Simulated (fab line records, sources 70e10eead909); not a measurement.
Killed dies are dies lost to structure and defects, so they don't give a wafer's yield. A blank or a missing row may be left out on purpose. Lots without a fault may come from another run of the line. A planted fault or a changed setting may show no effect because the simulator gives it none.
A struck lot beside a sound one | flow nand_harc | 14 steps out of a route of 1302
Sound: wafers L629.2, L629.3, L629.4. Struck: wafers L635.3, L635.5, L635.6. The cause comes at the end.
At each step with rows: each side's tool, then ch and its chambers, then its first start. Under that, the readings that differ: sound wafers | struck wafers | difference of the means | sigmas: that difference in standard deviations of wafers without a fault.
alike: readings whose means differ by less than 2 such deviations, and words and numbers that are the same on both sides. not compared: withheld readings, readings that some wafer has no value for, bounds like >300 that may hide the same value, and numbers for which the record gives no deviation and whose values overlap.
The two part at a step that has a row with sigmas, a row that says differs or no value, or rows on one side only. Numbers that don't overlap but have no deviation are shown without sigmas and don't part them. A reading that every wafer of one side lacks parts them only if that side has two wafers or more.

first, 2 steps without rows for these wafers: NHARC_A_STAIRCASE_DESCUM_291 (chemistry O2, time 3 s); NHARC_A_STAIRCASE_ETCH_292 (etches the open film in CF4/CHF3).
NHARC_A_STAIRCASE_HM_OPEN_460: chemistry O2/COS.
  sound on rie_diel-13 ch 0,1,2; struck on rie_diel-03 ch 0,3
  alike: bias_w, drypump_motor_current_A, oes_product_au, rf_vpp_V, showerhead_plenum_p_Torr, throttle_valve_pct
  not compared: rf_hours_counter_h
then, 1 step without rows for these wafers: NHARC_A_STAIRCASE_STRIP_461 (strips in O2/COS).
NHARC_A_STAIRCASE_ETCH_452: etches the open film in CF4/O2, target depth 30 nm, overetch 3 nm, time 16.5 s.
  sound on rie_diel-13 ch 0,1,3; struck on rie_diel-03 ch 1,2
  alike: bias_w, drypump_motor_current_A, oes_product_au, rf_vpp_V, showerhead_plenum_p_Torr, throttle_valve_pct
  not compared: rf_hours_counter_h
NHARC_A_STAIRCASE_ETCH_294: etches the open film in C4F8/O2/Ar, target depth 4989 nm, time 1211.6 s.
  sound on rie_diel-13 ch 0,2,3; struck on rie_diel-03 ch 0,1,3
  alike: bias_w, oes_product_au, rf_vpp_V
  not compared: rf_hours_counter_h
NHARC_A_STAIRCASE_STRIP_295: strips in O2.
  sound on rie_diel-13 ch 0,2,3; struck on rie_diel-03 ch 0,1,3
  alike: drypump_motor_current_A, oes_product_au, rf_vpp_V, showerhead_plenum_p_Torr, throttle_valve_pct
  not compared: rf_hours_counter_h
then, 3 steps without rows for these wafers: NHARC_A_STAIRCASE_STRIP_296 (strips in SPM, time 900 s); NHARC_A_STAIRCASE_PRECLEAN_297 (cleans in SC1); NHARC_A_STAIRCASE_SRD_298.
NHARC_A_STAIRCASE_HM_DEP_462: deposits aC, target thk 800 nm.
  sound on acl_dep-02 ch 0, day 16 13:50; struck on acl_dep-02 ch 0, day 20 04:37
  alike: susceptor_temp_C, throttle_valve_pct
NHARC_A_STAIRCASE_DEP_301: deposits SiON, target thk 30 nm.
  sound on pecvd-04 ch 0,2, day 16 15:29; struck on pecvd-03 ch 0,1,2, day 20 05:53
  no value came back on the struck wafers for chamber_pressure_Torr (Torr), heater_power_outer_w (W), heater_power_w (W); on the sound wafers chamber_pressure_Torr (Torr) reads 3.500 3.499 3.517
then, 1 step without rows for these wafers: NHARC_A_STAIRCASE_DEHYDRATE_302 (time 120 s).
-- the record jumps here: 8 days lie between the struck wafers' starts before and after (it left off in module A_STAIRCASE and takes up again in module END, whose first step shown is number 1302 of the route) --
NHARC_END_SORT_01:
  the record has rows for the struck wafers here (prober-01 ch 0, day 28 00:59) and none for the sound ones

WHERE THEY PART
First at NHARC_A_STAIRCASE_DEP_301; last, within this record, at NHARC_END_SORT_01.

WHY: what the simulator had put in
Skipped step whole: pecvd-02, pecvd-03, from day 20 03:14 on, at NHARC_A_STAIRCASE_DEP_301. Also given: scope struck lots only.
